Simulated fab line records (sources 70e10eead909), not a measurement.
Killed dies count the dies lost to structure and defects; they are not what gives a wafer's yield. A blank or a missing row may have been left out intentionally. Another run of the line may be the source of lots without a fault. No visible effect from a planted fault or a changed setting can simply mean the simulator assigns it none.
fab line records + flow nandHarc
record:
- lots: 6
- wafers: 18
- lastDay: 34
route steps=1302 shown A_ONON_D1@432
lots that met no fault: taken from a fault-free run of the same line
startH: the number of hours between the record's first day and the start of the first shown wafer of the lot + waitH: how many hours have passed since the lot's step before this one + " identical to the entry in the row above + L1.1+2: several wafers, shown together as one row + - no value, or no start was given + * or withheld: withheld + < > ~ a bound
route shown NAME@n: names a module that has steps shown in the file, with the first one's number in the route + usual: mean/standard deviation of fault-free wafers + same: alike in all rows + chamber/n: place in a boat + sites: readings site by site + _std_site: how widely they spread, as a standard deviation + _edge_site: the outer-site mean with the inner-site mean subtracted + radiusMm: how far each site lies from the wafer's centre + mask NAME#n: copy n + behind: the last tool/chamber to shape the wafer + hold: cause of the lot's hold/its duration in hours/its outcome + device: the n, p or np transistor that did not switch + end of line: the same wafers' tests at the end of the route + a step without rows: its recipe alone + killed: dies that structure and defects cost at the first sort, which is not the same as the wafer's yield + map: per-die view of a wafer (x killed, . not killed, _ where there is no die)
set.NAME: the setting as run; set.NAME@STEP: as run at that earlier step + model.NAME: the simulator's own value behind a step, which no gauge read
lots seen at some steps along the route; tables by step, rows by wafer
services: a tool's chamber out of use, with start hour (startH, from the record's first day; less than 0 if before it), hours out, and reason
== steps ==
step: NHARC_A_ONON_D1_DEP_12
recipe:
- targetThkA: 10000
- n2FlowSccm: 2750
- n2oFlowSccm: 2000
- nh3FlowSccm: 500
- sih4FlowSccm: 210
- tempC: 400
step: NHARC_A_ONON_D1_THK_MEAS_14
recipe:
- thkMeasGauge: ellipsometry
usual:
- thkNm: 999/10
| lot.wafer | tool         | chamber | startH | waitH | thkNm |
|-----------|--------------|---------|--------|-------|-------|
| L424.1    | filmMetro-01 | -       | 212.81 | -     | 1010  |
| L424.5    | "            | -       | "      | "     | 1010  |
| L424.6    | "            | -       | "      | "     | 1009  |
| L429.1    | filmMetro-01 | -       | 264.59 | -     | 1015  |
| L429.3    | "            | -       | "      | "     | 1015  |
| L429.4    | "            | -       | "      | "     | 1014  |
| L433.2    | filmMetro-02 | -       | 306.59 | -     | 995   |
| L433.5    | "            | -       | "      | "     | 997   |
| L433.6    | "            | -       | "      | "     | 995   |
| L434.2    | filmMetro-02 | -       | 329.97 | -     | 1007  |
| L434.3    | "            | -       | "      | "     | 1007  |
| L434.4    | "            | -       | "      | "     | 1007  |
| L440.2    | filmMetro-01 | -       | 381.76 | -     | 1008  |
| L440.3    | "            | -       | "      | "     | 1007  |
| L440.5    | "            | -       | "      | "     | 1008  |
| L442.1    | filmMetro-01 | -       | 390.36 | -     | 999   |
| L442.5    | "            | -       | "      | "     | 997   |
| L442.6    | "            | -       | "      | "     | 996   |
step: NHARC_A_ONON_D1_ANNEAL_15
recipe:
- tempC: 750
- timeS: 3600
step: NHARC_A_ONON_D1_DEP_16
recipe:
- targetThkA: 10000
- n2FlowSccm: 2750
- n2oFlowSccm: 2000
- nh3FlowSccm: 500
- sih4FlowSccm: 210
- tempC: 400
step: NHARC_A_ONON_D1_THK_MEAS_18
recipe:
- thkMeasGauge: ellipsometry
usual:
- thkNm: 1000/8.6
| lot.wafer | tool         | chamber | startH | waitH | thkNm |
|-----------|--------------|---------|--------|-------|-------|
| L424.1    | filmMetro-02 | -       | 220.64 | -     | 1012  |
| L424.5    | "            | -       | "      | "     | 1011  |
| L424.6    | "            | -       | "      | "     | 1013  |
| L429.1    | filmMetro-01 | -       | 272.31 | -     | 1011  |
| L429.3    | "            | -       | "      | "     | 1011  |
| L429.4    | "            | -       | "      | "     | 1011  |
| L433.2    | filmMetro-02 | -       | 321.67 | -     | 1009  |
| L433.5    | "            | -       | "      | "     | 1010  |
| L433.6    | "            | -       | "      | "     | 1009  |
| L434.2    | filmMetro-02 | -       | 339.28 | -     | 979   |
| L434.3    | "            | -       | "      | "     | 980   |
| L434.4    | "            | -       | "      | "     | 979   |
| L440.2    | filmMetro-01 | -       | 389.45 | -     | 994   |
| L440.3    | "            | -       | "      | "     | 992   |
| L440.5    | "            | -       | "      | "     | 992   |
| L442.1    | filmMetro-02 | -       | 398.65 | -     | 993   |
| L442.5    | "            | -       | "      | "     | 995   |
| L442.6    | "            | -       | "      | "     | 992   |
step: NHARC_A_ONON_D1_DEP_19
recipe:
- targetThkA: 10000
- n2FlowSccm: 2750
- n2oFlowSccm: 2000
- nh3FlowSccm: 500
- sih4FlowSccm: 210
- tempC: 400
step: NHARC_A_ONON_D1_THK_MEAS_21
recipe:
- thkMeasGauge: ellipsometry
usual:
- thkNm: 1000/10
| lot.wafer | tool         | chamber | startH | waitH | thkNm |
|-----------|--------------|---------|--------|-------|-------|
| L424.1    | filmMetro-01 | -       | 221.20 | -     | 980   |
| L424.5    | "            | -       | "      | "     | 979   |
| L424.6    | "            | -       | "      | "     | 980   |
| L429.1    | filmMetro-02 | -       | 272.88 | -     | 988   |
| L429.3    | "            | -       | "      | "     | 990   |
| L429.4    | "            | -       | "      | "     | 988   |
| L433.2    | filmMetro-01 | -       | 322.23 | -     | 1002  |
| L433.5    | "            | -       | "      | "     | 1001  |
| L433.6    | "            | -       | "      | "     | 1002  |
| L434.2    | filmMetro-02 | -       | 339.84 | -     | 1011  |
| L434.3    | "            | -       | "      | "     | 1010  |
| L434.4    | "            | -       | "      | "     | 1011  |
| L440.2    | filmMetro-02 | -       | 390.01 | -     | 1000  |
| L440.3    | "            | -       | "      | "     | 1000  |
| L440.5    | "            | -       | "      | "     | 1000  |
| L442.1    | filmMetro-01 | -       | 399.22 | -     | 997   |
| L442.5    | "            | -       | "      | "     | 998   |
| L442.6    | "            | -       | "      | "     | 998   |
step: NHARC_A_ONON_D1_DEP_22
recipe:
- targetThkA: 10000
- n2FlowSccm: 2750
- n2oFlowSccm: 2000
- nh3FlowSccm: 500
- sih4FlowSccm: 210
- tempC: 400
step: NHARC_A_ONON_D1_THK_MEAS_24
recipe:
- thkMeasGauge: ellipsometry
usual:
- thkNm: 998/11
| lot.wafer | tool         | chamber | startH | waitH | thkNm |
|-----------|--------------|---------|--------|-------|-------|
| L424.1    | filmMetro-01 | -       | 221.77 | -     | 995   |
| L424.5    | "            | -       | "      | "     | 996   |
| L424.6    | "            | -       | "      | "     | 996   |
| L429.1    | filmMetro-01 | -       | 273.47 | -     | 1009  |
| L429.3    | "            | -       | "      | "     | 1010  |
| L429.4    | "            | -       | "      | "     | 1009  |
| L433.2    | filmMetro-02 | -       | 322.80 | -     | 1000  |
| L433.5    | "            | -       | "      | "     | 1000  |
| L433.6    | "            | -       | "      | "     | 1000  |
| L434.2    | filmMetro-01 | -       | 340.41 | -     | 993   |
| L434.3    | "            | -       | "      | "     | 993   |
| L434.4    | "            | -       | "      | "     | 993   |
| L440.2    | filmMetro-01 | -       | 390.58 | -     | 998   |
| L440.3    | "            | -       | "      | "     | 998   |
| L440.5    | "            | -       | "      | "     | 999   |
| L442.1    | filmMetro-02 | -       | 399.79 | -     | 998   |
| L442.5    | "            | -       | "      | "     | 999   |
| L442.6    | "            | -       | "      | "     | 999   |
step: NHARC_A_ONON_D1_DEP_25
recipe:
- targetThkA: 10000
- n2FlowSccm: 2750
- n2oFlowSccm: 2000
- nh3FlowSccm: 500
- sih4FlowSccm: 210
- tempC: 400
step: NHARC_A_ONON_D1_THK_MEAS_27
recipe:
- thkMeasGauge: ellipsometry
usual:
- thkNm: 999/8.9
| lot.wafer | tool         | chamber | startH | waitH | thkNm |
|-----------|--------------|---------|--------|-------|-------|
| L424.1    | filmMetro-02 | -       | 222.33 | -     | 1019  |
| L424.5    | "            | -       | "      | "     | 1018  |
| L424.6    | "            | -       | "      | "     | 1019  |
| L429.1    | filmMetro-02 | -       | 274.04 | -     | 1010  |
| L429.3    | "            | -       | "      | "     | 1011  |
| L429.4    | "            | -       | "      | "     | 1011  |
| L433.2    | filmMetro-02 | -       | 323.37 | -     | 996   |
| L433.5    | "            | -       | "      | "     | 996   |
| L433.6    | "            | -       | "      | "     | 996   |
| L434.2    | filmMetro-01 | -       | 340.98 | -     | 989   |
| L434.3    | "            | -       | "      | "     | 989   |
| L434.4    | "            | -       | "      | "     | 989   |
| L440.2    | filmMetro-02 | -       | 391.14 | -     | 998   |
| L440.3    | "            | -       | "      | "     | 998   |
| L440.5    | "            | -       | "      | "     | 997   |
| L442.1    | filmMetro-01 | -       | 400.36 | -     | 996   |
| L442.5    | "            | -       | "      | "     | 995   |
| L442.6    | "            | -       | "      | "     | 996   |
step: NHARC_A_ONON_D1_DEP_28
recipe:
- targetThkA: 10000
- n2FlowSccm: 2750
- n2oFlowSccm: 2000
- nh3FlowSccm: 500
- sih4FlowSccm: 210
- tempC: 400
usual:
- nh3FlowSccm: 499.7/1.4
| lot.wafer | tool         | chamber | startH | waitH | nh3FlowSccm |
|-----------|--------------|---------|--------|-------|-------------|
| L424.1    | pecvdOnon-01 | 0       | 222.39 | 0.1   | 496.7       |
| L424.5    | "            | 0       | "      | "     | 498.6       |
| L424.6    | "            | 0       | "      | "     | 499.1       |
| L429.1    | pecvdOnon-02 | 0       | 274.10 | 0.1   | 500.4       |
| L429.3    | "            | 0       | "      | "     | 500.5       |
| L429.4    | "            | 0       | "      | "     | 501.3       |
| L433.2    | pecvdOnon-01 | 0       | 323.48 | 0.1   | 497.1       |
| L433.5    | "            | 0       | "      | "     | 498.7       |
| L433.6    | "            | 0       | "      | "     | 499.2       |
| L434.2    | pecvdOnon-01 | 0       | 341.09 | 0.1   | 496.9       |
| L434.3    | "            | 0       | "      | "     | 498.0       |
| L434.4    | "            | 0       | "      | "     | 499.1       |
| L440.2    | pecvdOnon-04 | 0       | 391.25 | 0.1   | 500.3       |
| L440.3    | "            | 0       | "      | "     | 500.2       |
| L440.5    | "            | 0       | "      | "     | 501.2       |
| L442.1    | pecvdOnon-04 | 0       | 400.41 | 0.1   | 500.3       |
| L442.5    | "            | 0       | "      | "     | 501.5       |
| L442.6    | "            | 0       | "      | "     | 499.8       |
step: NHARC_A_ONON_D1_THK_MEAS_30
recipe:
- thkMeasGauge: ellipsometry
usual:
- thkNm: 1003/12
| lot.wafer | tool         | chamber | startH | waitH | thkNm |
|-----------|--------------|---------|--------|-------|-------|
| L424.1    | filmMetro-01 | -       | 222.90 | -     | 1007  |
| L424.5    | "            | -       | "      | "     | 1008  |
| L424.6    | "            | -       | "      | "     | 1007  |
| L429.1    | filmMetro-01 | -       | 274.61 | -     | 1013  |
| L429.3    | "            | -       | "      | "     | 1014  |
| L429.4    | "            | -       | "      | "     | 1013  |
| L433.2    | filmMetro-02 | -       | 323.94 | -     | 1063  |
| L433.5    | "            | -       | "      | "     | 1063  |
| L433.6    | "            | -       | "      | "     | 1062  |
| L434.2    | filmMetro-02 | -       | 341.54 | -     | 1070  |
| L434.3    | "            | -       | "      | "     | 1071  |
| L434.4    | "            | -       | "      | "     | 1069  |
| L440.2    | filmMetro-01 | -       | 391.70 | -     | 1011  |
| L440.3    | "            | -       | "      | "     | 1010  |
| L440.5    | "            | -       | "      | "     | 1011  |
| L442.1    | filmMetro-02 | -       | 400.92 | -     | 987   |
| L442.5    | "            | -       | "      | "     | 985   |
| L442.6    | "            | -       | "      | "     | 987   |
step: NHARC_A_ONON_D1_DEP_33
recipe:
- targetThkA: 2000
- tempC: 400
- pressureTorr: 6.5
- rfW: 900
- teosFlowSccm: 161.4
- flowSccm: 2650
- targetThkNm: 200
- gas: O2
- material: SiO2
usual:
- flowSccm: 2650/7.4
- heaterPowerW: 530/100
- throttleValvePct: 15.7/0.5
| lot.wafer | tool     | chamber | startH | waitH | flowSccm | heaterPowerW | throttleValvePct |
|-----------|----------|---------|--------|-------|----------|--------------|------------------|
| L424.1    | pecvd-02 | 2       | 223.02 | 0.1   | 2640     | 550          | 15.9             |
| L424.5    | "        | 1       | "      | "     | 2664     | 559          | 16.0             |
| L424.6    | "        | 2       | "      | "     | 2645     | 563          | 15.5             |
| L429.3    | pecvd-02 | 2       | 274.67 | 0.1   | 2649     | 521          | 15.1             |
| L429.1    | "        | 1       | "      | "     | 2642     | 490          | 15.9             |
| L429.4    | "        | 2       | "      | "     | 2650     | 536          | 15.2             |
| L433.2    | pecvd-02 | 0       | 324.04 | 0.1   | 2661     | 779          | 15.3             |
| L433.5    | "        | 2       | "      | "     | 2662     | 549          | 15.2             |
| L433.6    | "        | 1       | "      | "     | 2648     | 524          | 15.9             |
| L434.3    | pecvd-03 | 1       | 341.72 | 0.2   | 2655     | 466          | 16.1             |
| L434.2    | "        | 2       | "      | "     | 2648     | 396          | 16.9             |
| L434.4    | "        | 1       | "      | "     | 2648     | 471          | 15.9             |
| L440.2    | pecvd-03 | 0       | 391.76 | 0.1   | 2646     | 587          | 15.7             |
| L440.3    | "        | 2       | "      | "     | 2655     | 374          | 15.8             |
| L440.5    | "        | 2       | "      | "     | 2652     | 388          | 16.3             |
| L442.1    | pecvd-03 | 2       | 400.98 | 0.1   | 2627     | 351          | 16.2             |
| L442.6    | "        | 2       | "      | "     | 2638     | 380          | 16.1             |
| L442.5    | "        | 1       | "      | "     | 2637     | 498          | 15.9             |
== services ==
| tool         | chamber | startH | hours | kind      |
|--------------|---------|--------|-------|-----------|
| pecvd-02     | 0       | 220.34 | 3.9   | repair    |
| pecvd-02     | -       | 227.26 | 13.0  | pm        |
| pecvd-02     | 0       | 227.26 | 13.0  | ventCycle |
| pecvd-02     | 1       | 227.26 | 13.0  | ventCycle |
| pecvd-02     | 2       | 227.26 | 13.0  | ventCycle |
| pecvd-02     | 0       | 240.26 | -     | clean     |
| pecvd-02     | 1       | 240.26 | -     | clean     |
| pecvd-02     | 2       | 240.26 | -     | clean     |
| pecvd-03     | -       | 247.44 | 0.7   | repair    |
| pecvd-02     | 1       | 249.73 | 14.4  | repair    |
| pecvdOnon-01 | -       | 269.31 | 13.0  | pm        |
| pecvd-02     | 0       | 280.37 | 8.9   | repair    |
| pecvdOnon-04 | -       | 311.30 | 13.0  | pm        |
| pecvdOnon-02 | -       | 366.00 | 13.0  | pm        |
| pecvd-03     | -       | 366.47 | 13.0  | pm        |
| pecvd-03     | 0       | 366.47 | 13.0  | ventCycle |
| pecvd-03     | 1       | 366.47 | 13.0  | ventCycle |
| pecvd-03     | 2       | 366.47 | 13.0  | ventCycle |
| pecvd-03     | 0       | 379.47 | -     | clean     |
| pecvd-03     | 1       | 379.47 | -     | clean     |
| pecvd-03     | 2       | 379.47 | -     | clean     |
== key ==
firstSign:
- step: NHARC_A_ONON_D1_THK_MEAS_30
- reading: thkNm
- direction: up
- sigmas: 5.3
- usual: 1003
- struck: 1066
effect none on later readings
metAt NHARC_A_ONON_D1_DEP_28
struckWafers L433.2,L433.5,L433.6,L434.2,L434.3,L434.4
laterRowsLeftOut L433.2,L433.5,L433.6,L434.2,L434.3,L434.4
sortLeftOut L433.2,L433.5,L433.6,L434.2,L434.3,L434.4
testerLeftOut L433,L434
onsetBetween 222.39 323.48
fault:
- kind: processParameterDrift
- tool: pecvdOnon-01
- chamber: -
- onsetH: 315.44
- steps: NHARC_A_ONON_D1_DEP_28
- channel: targetThkA
- offset: *
- shape: step
- endH: 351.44
- actsIn: *
- stated: *
testerLeftOut: of these lots the tester's yield and bins aren't shown, on N5 and GAA mostly nor the transistor test; their killed dies are dies lost to structure and defects alone, not to doping, threshold or leakage, so they don't give the yield
sortLeftOut: the simulated sort isn't trusted on such a fault, so these wafers' sort isn't shown, and their yield isn't known
laterRowsLeftOut: the simulator's readings of these wafers behind a module that went badly wrong aren't trusted and aren't shown, but for the sort
